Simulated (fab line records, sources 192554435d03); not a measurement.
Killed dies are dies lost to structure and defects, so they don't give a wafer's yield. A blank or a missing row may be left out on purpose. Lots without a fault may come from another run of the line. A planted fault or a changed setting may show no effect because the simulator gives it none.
Which tool did it? | flow n5_finfet | 24 lots, 72 wafers sampled, at 6 steps of a route of 1938

WHAT THE GAUGES READ, wafer by wafer
N5_BEOL_M9_THK_MEAS_01. Usual: M9_ILD_THK 269 nm, standard deviation 4.1.
lot  | measured     | on            | M9_ILD_THK (nm) | flag
L074 | day 9 13:29  | film_metro-01 | 265 266 265     |
L076 | day 9 18:26  | film_metro-01 | 269 267 268     |
L075 | day 10 06:39 | film_metro-02 | 265 261 268     |
L077 | day 10 12:02 | film_metro-02 | 268 275 271     |
L078 | day 10 17:17 | film_metro-02 | 269 268 271     |
L079 | day 11 01:16 | film_metro-01 | 264 268 263     |
L081 | day 11 06:32 | film_metro-02 | 271 272 272     |
L080 | day 11 09:28 | film_metro-02 | 271 266 269     |
L082 | day 11 13:43 | film_metro-01 | 272 271 276     |
L083 | day 11 19:24 | film_metro-01 | 267 269 276     |
L085 | day 12 05:57 | film_metro-02 | 267 261 263     |
L084 | day 12 06:13 | film_metro-02 | 268 262 268     |
L086 | day 12 14:19 | film_metro-01 | 269 265 274     |
L087 | day 12 20:03 | film_metro-02 | 263 273 273     |
L088 | day 13 03:02 | film_metro-02 | 269 263 271     |
L090 | day 13 11:09 | film_metro-02 | 262 261 270     |
L089 | day 13 20:02 | film_metro-01 | 272 272 276     |
L092 | day 14 08:07 | film_metro-01 | 274 270 280     |
L095 | day 14 20:39 | film_metro-01 | 265 271 268     |
L093 | day 14 21:08 | film_metro-01 | 271 270 273     |
L091 | day 14 21:39 | film_metro-01 | 266 276 271     |
L094 | day 15 04:57 | film_metro-02 | 268 272 267     |
L096 | day 15 15:54 | film_metro-01 | 261 269 268     |
L097 | day 15 15:35 | film_metro-01 | 273 270 277     |

N5_BEOL_M9_INSPECT_30: inspects for defects (brightfield). Usual: raw_defect_count 395, standard deviation 75.
lot  | measured     | on                | raw_defect_count | flag
L074 | day 9 17:28  | defect_inspect-02 | 460 510 552      |
L076 | day 9 23:29  | defect_inspect-02 | 320 473 351      |
L075 | day 10 09:15 | defect_inspect-02 | 444 446 372      |
L077 | day 10 14:10 | defect_inspect-01 | 312 258 309      |
L078 | day 10 22:35 | defect_inspect-01 | 472 453 473      |
L079 | day 11 05:38 | defect_inspect-02 | 480 422 483      |
L081 | day 11 09:52 | defect_inspect-01 | 405 380 530      |
L080 | day 11 11:14 | defect_inspect-02 | 449 428 400      |
L082 | day 11 18:26 | defect_inspect-02 | 324 269 344      |
L083 | day 12 00:22 | defect_inspect-01 | 364 449 372      |
L085 | day 12 09:01 | defect_inspect-02 | 403 309 466      |
L084 | day 12 09:28 | defect_inspect-02 | 376 360 298      |
L086 | day 12 21:38 | defect_inspect-02 | 407 321 430      |
L087 | day 12 23:34 | defect_inspect-02 | 336 376 383      |
L088 | day 13 05:22 | defect_inspect-01 | 606 464 378      |
L090 | day 13 15:37 | defect_inspect-01 | 426 522 422      |
L089 | day 14 01:38 | defect_inspect-02 | 432 380 481      |
L092 | day 14 13:01 | defect_inspect-02 | 318 555 337      |
L095 | day 15 00:28 | defect_inspect-02 | 455 406 376      |
L093 | day 15 00:36 | defect_inspect-02 | 257 340 460      |
L091 | day 15 01:23 | defect_inspect-02 | 363 239 324      |
L094 | day 15 08:21 | defect_inspect-02 | 407 380 470      |
L096 | day 15 21:25 | defect_inspect-02 | 273 259 367      |
L097 | day 15 22:30 | defect_inspect-01 | 458 376 576      |

N5_BEOL_M9_CD_MEAS_35: target cd 70 nm, target cd y 40 nm. Usual: cd_nm 69.8 nm, standard deviation 0.87.
lot  | measured     | on        | cd_nm (nm)     | flag
L074 | day 9 18:07  | cd_sem-03 | 71.2 70.3 70.3 |
L076 | day 10 00:08 | cd_sem-02 | 70.6 70.6 70.7 |
L075 | day 10 10:04 | cd_sem-03 | 69.9 70.5 69.4 |
L077 | day 10 14:49 | cd_sem-02 | 68.8 70.4 70.7 |
L078 | day 10 23:13 | cd_sem-02 | 71.4 70.2 68.8 |
L079 | day 11 06:17 | cd_sem-02 | 69.3 68.3 70.1 |
L081 | day 11 10:31 | cd_sem-02 | 71.0 68.5 70.2 |
L080 | day 11 11:52 | cd_sem-02 | 70.7 70.1 69.3 |
L082 | day 11 19:05 | cd_sem-01 | 68.3 69.7 71.3 |
L083 | day 12 01:01 | cd_sem-03 | 69.4 70.7 68.0 |
L085 | day 12 09:40 | cd_sem-02 | 69.5 69.4 70.3 |
L084 | day 12 10:07 | cd_sem-01 | 69.9 68.7 70.6 |
L086 | day 12 22:17 | cd_sem-02 | 70.0 69.3 69.8 |
L087 | day 13 00:20 | cd_sem-01 | 68.8 70.5 68.6 |
L088 | day 13 06:01 | cd_sem-02 | 70.1 69.8 69.8 |
L090 | day 13 16:16 | cd_sem-02 | 70.0 70.8 68.4 |
L089 | day 14 02:20 | cd_sem-02 | 68.4 71.1 69.5 |
L092 | day 14 13:40 | cd_sem-03 | 70.0 69.5 69.0 |
L095 | day 15 01:08 | cd_sem-01 | 70.1 69.4 70.0 |
L093 | day 15 01:34 | cd_sem-02 | 70.3 68.9 70.2 |
L091 | day 15 02:02 | cd_sem-03 | 69.9 69.2 69.0 |
L094 | day 15 09:00 | cd_sem-03 | 68.2 69.7 69.7 |
L096 | day 15 22:03 | cd_sem-01 | 70.8 70.3 70.6 |
L097 | day 15 23:08 | cd_sem-01 | 68.6 70.1 69.1 |

WHICH TOOL RAN EACH LOT (tool, then ch and the chambers of the sampled wafers, then the start)
lot  | N5_BEOL_M8_DEGAS_44          | N5_BEOL_M8_ANNEAL_51             | N5_BEOL_M9_STRIP_36
L074 | pvd_sputter-01, day 9 11:11  | rtp_anneal-02 ch 0, day 9 12:07  | rie_diel-04 ch 0,2,3, day 9 17:45
L076 | pvd_sputter-01, day 9 16:03  | rtp_anneal-02 ch 0, day 9 17:04  | rie_diel-06 ch 0,1, day 9 23:46
L075 | pvd_sputter-02, day 10 01:17 | rtp_anneal-01 ch 0, day 10 05:01 | rie_diel-06 ch 1,2,3, day 10 09:41
L077 | pvd_sputter-02, day 10 04:04 | rtp_anneal-02 ch 0, day 10 10:43 | rie_diel-06 ch 2,3, day 10 14:26
L078 | pvd_sputter-02, day 10 11:27 | rtp_anneal-02 ch 0, day 10 15:39 | rie_diel-06 ch 1,2,3, day 10 22:52
L079 | pvd_sputter-01, day 10 18:56 | rtp_anneal-02 ch 0, day 10 23:47 | rie_diel-05 ch 0,2,3, day 11 05:55
L081 | pvd_sputter-03, day 11 02:43 | rtp_anneal-01 ch 0, day 11 05:17 | rie_diel-05 ch 1,2, day 11 10:08
L080 | pvd_sputter-03, day 11 07:14 | rtp_anneal-02 ch 0, day 11 08:06 | rie_diel-06 ch 1,2, day 11 11:30
L082 | pvd_sputter-02, day 11 11:26 | rtp_anneal-02 ch 0, day 11 12:20 | rie_diel-06 ch 0,3, day 11 18:43
L083 | pvd_sputter-01, day 11 16:49 | rtp_anneal-01 ch 0, day 11 17:53 | rie_diel-06 ch 1,2, day 12 00:39
L085 | pvd_sputter-01, day 12 01:59 | rtp_anneal-02 ch 0, day 12 03:50 | rie_diel-05 ch 0,3, day 12 09:17
L084 | pvd_sputter-03, day 12 02:16 | rtp_anneal-02 ch 0, day 12 04:07 | rie_diel-05 ch 0,1,3, day 12 09:45
L086 | pvd_sputter-02, day 12 11:14 | rtp_anneal-01 ch 0, day 12 12:28 | rie_diel-05 ch 1,3, day 12 21:55
L087 | pvd_sputter-02, day 12 17:27 | rtp_anneal-02 ch 0, day 12 18:41 | rie_diel-06 ch 1,3, day 12 23:57
L088 | pvd_sputter-01, day 13 00:15 | rtp_anneal-01 ch 0, day 13 01:38 | rie_diel-06 ch 1,2,3, day 13 05:39
L090 | pvd_sputter-01, day 13 07:01 | rtp_anneal-01 ch 0, day 13 09:44 | rie_diel-05 ch 0,1, day 13 15:53
L089 | pvd_sputter-03, day 13 17:11 | rtp_anneal-02 ch 0, day 13 18:33 | rie_diel-06 ch 0,1, day 14 01:58
L092 | pvd_sputter-01, day 14 04:25 | rtp_anneal-02 ch 0, day 14 05:33 | rie_diel-04 ch 0,1,3, day 14 13:18
L095 | pvd_sputter-02, day 14 18:02 | rtp_anneal-01 ch 0, day 14 19:11 | rie_diel-04 ch 0,1,3, day 15 00:45
L093 | pvd_sputter-01, day 14 18:09 | rtp_anneal-01 ch 0, day 14 19:25 | rie_diel-06 ch 0,1, day 15 01:11
L091 | pvd_sputter-02, day 14 18:20 | rtp_anneal-02 ch 0, day 14 19:41 | rie_diel-05 ch 1,2,3, day 15 01:40
L094 | pvd_sputter-01, day 15 01:53 | rtp_anneal-01 ch 0, day 15 03:37 | rie_diel-04 ch 0,3, day 15 08:38
L096 | pvd_sputter-01, day 15 13:14 | rtp_anneal-02 ch 0, day 15 14:03 | rie_diel-05 ch 0,3, day 15 21:41
L097 | pvd_sputter-01, day 15 13:19 | rtp_anneal-01 ch 0, day 15 14:20 | rie_diel-05 ch 0,1,2, day 15 22:46
- N5_BEOL_M8_DEGAS_44: time 60 s.
- N5_BEOL_M8_ANNEAL_51: time 90 s.
- N5_BEOL_M9_STRIP_36: strips in N2/H2.

WHAT THE TOOLS THEMSELVES READ (means of the sampled wafers that have a number; where no wafer has one, the mark that the record gives instead)
N5_BEOL_M8_DEGAS_44. Usual: heater_power_w 329 W, standard deviation 34.
lot  | tool           | heater_power_w (W) | flag
L074 | pvd_sputter-01 | 336                |
L076 | pvd_sputter-01 | 369                |
L075 | pvd_sputter-02 | 311                |
L077 | pvd_sputter-02 | 312                |
L078 | pvd_sputter-02 | 313                |
L079 | pvd_sputter-01 | 309                |
L081 | pvd_sputter-03 | 346                |
L080 | pvd_sputter-03 | 337                |
L082 | pvd_sputter-02 | 290                |
L083 | pvd_sputter-01 | 347                |
L085 | pvd_sputter-01 | 347                |
L084 | pvd_sputter-03 | 340                |
L086 | pvd_sputter-02 | 311                |
L087 | pvd_sputter-02 | 310                |
L088 | pvd_sputter-01 | 337                |
L090 | pvd_sputter-01 | 367                |
L089 | pvd_sputter-03 | 355                |
L092 | pvd_sputter-01 | 349                |
L095 | pvd_sputter-02 | 294                |
L093 | pvd_sputter-01 | 329                |
L091 | pvd_sputter-02 | 315                |
L094 | pvd_sputter-01 | 361                |
L096 | pvd_sputter-01 | 351                |
L097 | pvd_sputter-01 | 308                |

N5_BEOL_M8_ANNEAL_51. Usual: wafer_temp_C_max 226.2, standard deviation 0.42.
lot  | tool          | wafer_temp_C_max | flag
L074 | rtp_anneal-02 | 226.8            |
L076 | rtp_anneal-02 | 226.2            |
L075 | rtp_anneal-01 | 225.6            |
L077 | rtp_anneal-02 | 226.3            |
L078 | rtp_anneal-02 | 226.5            |
L079 | rtp_anneal-02 | 226.5            |
L081 | rtp_anneal-01 | 225.8            |
L080 | rtp_anneal-02 | 226.7            |
L082 | rtp_anneal-02 | 226.4            |
L083 | rtp_anneal-01 | 225.9            |
L085 | rtp_anneal-02 | 226.6            |
L084 | rtp_anneal-02 | 226.2            |
L086 | rtp_anneal-01 | 226.0            |
L087 | rtp_anneal-02 | 226.5            |
L088 | rtp_anneal-01 | 226.0            |
L090 | rtp_anneal-01 | 226.1            |
L089 | rtp_anneal-02 | 226.2            |
L092 | rtp_anneal-02 | 226.3            |
L095 | rtp_anneal-01 | 225.5            |
L093 | rtp_anneal-01 | 225.8            |
L091 | rtp_anneal-02 | 226.6            |
L094 | rtp_anneal-01 | 226.0            |
L096 | rtp_anneal-02 | 226.4            |
L097 | rtp_anneal-01 | 225.9            |

N5_BEOL_M9_STRIP_36. Usual: drypump_motor_current_A 5.5 A, standard deviation 0.46; oes_product_au 0.80 a.u., standard deviation 0.079; power_w 450.2 W, standard deviation 1.5; rf_vpp_V 59.1 V, standard deviation 1.4; showerhead_plenum_p_Torr 2.53 Torr, standard deviation 0.074; throttle_valve_pct 23.7 %, standard deviation 0.4.
lot  | tool        | drypump_motor_current_A (A) | oes_product_au (a.u.) | power_w (W) | rf_vpp_V (V) | showerhead_plenum_p_Torr (Torr) | throttle_valve_pct (%) | flag
L074 | rie_diel-04 | 5.2                         | 0.91                  | 450.0       | 58.8         | 2.52                            | 23.5                   |
L076 | rie_diel-06 | 5.4                         | 0.75                  | 448.9       | 58.4         | 2.58                            | 24.0                   |
L075 | rie_diel-06 | 5.6                         | 0.82                  | 449.3       | 58.4         | 2.54                            | 23.6                   |
L077 | rie_diel-06 | 5.1                         | 0.83                  | 451.3       | 59.5         | 2.47                            | 23.8                   |
L078 | rie_diel-06 | 5.6                         | 0.82                  | 451.6       | 60.3         | 2.54                            | 23.6                   |
L079 | rie_diel-05 | 5.5                         | 0.75                  | 450.0       | 58.9         | 2.54                            | 23.7                   |
L081 | rie_diel-05 | 5.8                         | 0.82                  | 450.5       | 59.2         | 2.56                            | 23.4                   |
L080 | rie_diel-06 | 5.8                         | 0.79                  | 450.5       | 59.0         | 2.52                            | 23.8                   |
L082 | rie_diel-06 | 4.9                         | 0.79                  | 449.6       | 58.3         | 2.50                            | 23.9                   |
L083 | rie_diel-06 | 6.1                         | 0.81                  | 451.0       | 59.4         | 2.59                            | 23.5                   |
L085 | rie_diel-05 | 5.3                         | 0.71                  | 449.0       | 57.6         | 2.50                            | 24.0                   |
L084 | rie_diel-05 | 5.5                         | 0.73                  | 450.8       | 58.7         | 2.53                            | 23.7                   |
L086 | rie_diel-05 | 5.7                         | 0.70                  | 448.8       | 59.6         | 2.59                            | 23.5                   |
L087 | rie_diel-06 | 5.3                         | 0.84                  | 449.8       | 59.9         | 2.54                            | 23.5                   |
L088 | rie_diel-06 | 5.6                         | 0.80                  | 449.0       | 59.3         | 2.53                            | 23.7                   |
L090 | rie_diel-05 | 5.6                         | 0.77                  | 452.8       | 58.7         | 2.51                            | 23.7                   |
L089 | rie_diel-06 | 5.9                         | 0.85                  | 448.2       | 58.9         | 2.62                            | 23.6                   |
L092 | rie_diel-04 | 5.3                         | 0.81                  | 449.9       | 59.0         | 2.48                            | 23.6                   |
L095 | rie_diel-04 | 5.3                         | 0.81                  | 451.1       | 58.2         | 2.48                            | 23.6                   |
L093 | rie_diel-06 | 5.4                         | 0.90                  | 449.8       | 61.2         | 2.56                            | 23.9                   |
L091 | rie_diel-05 | 5.8                         | 0.84                  | 449.8       | 58.5         | 2.56                            | 23.4                   |
L094 | rie_diel-04 | 5.3                         | 0.87                  | 449.1       | 59.8         | 2.47                            | 23.5                   |
L096 | rie_diel-05 | 5.5                         | 0.87                  | 448.4       | 60.1         | 2.54                            | 23.5                   |
L097 | rie_diel-05 | 5.6                         | 0.77                  | 449.9       | 59.6         | 2.50                            | 23.7                   |

THE ANSWER, worked out from the rows above alone
Rule: a lot is off if the mean of its wafers that have a number lies more than 3 standard deviations from the usual mean. A lot without any number at a reading at which 4 lots or more have one is off too. The other lots that the step has rows for count as sound. The gauges are gone through in route order, then the tools' own readings, and for those a lot's mean is taken as printed above. The first step at which some lot is off is used, and at that step the reading that is off furthest; a lot without a number counts as furthest.
No lot is off at any reading shown: from this, nothing can be told.

WHAT THE SIMULATOR HAD PUT IN
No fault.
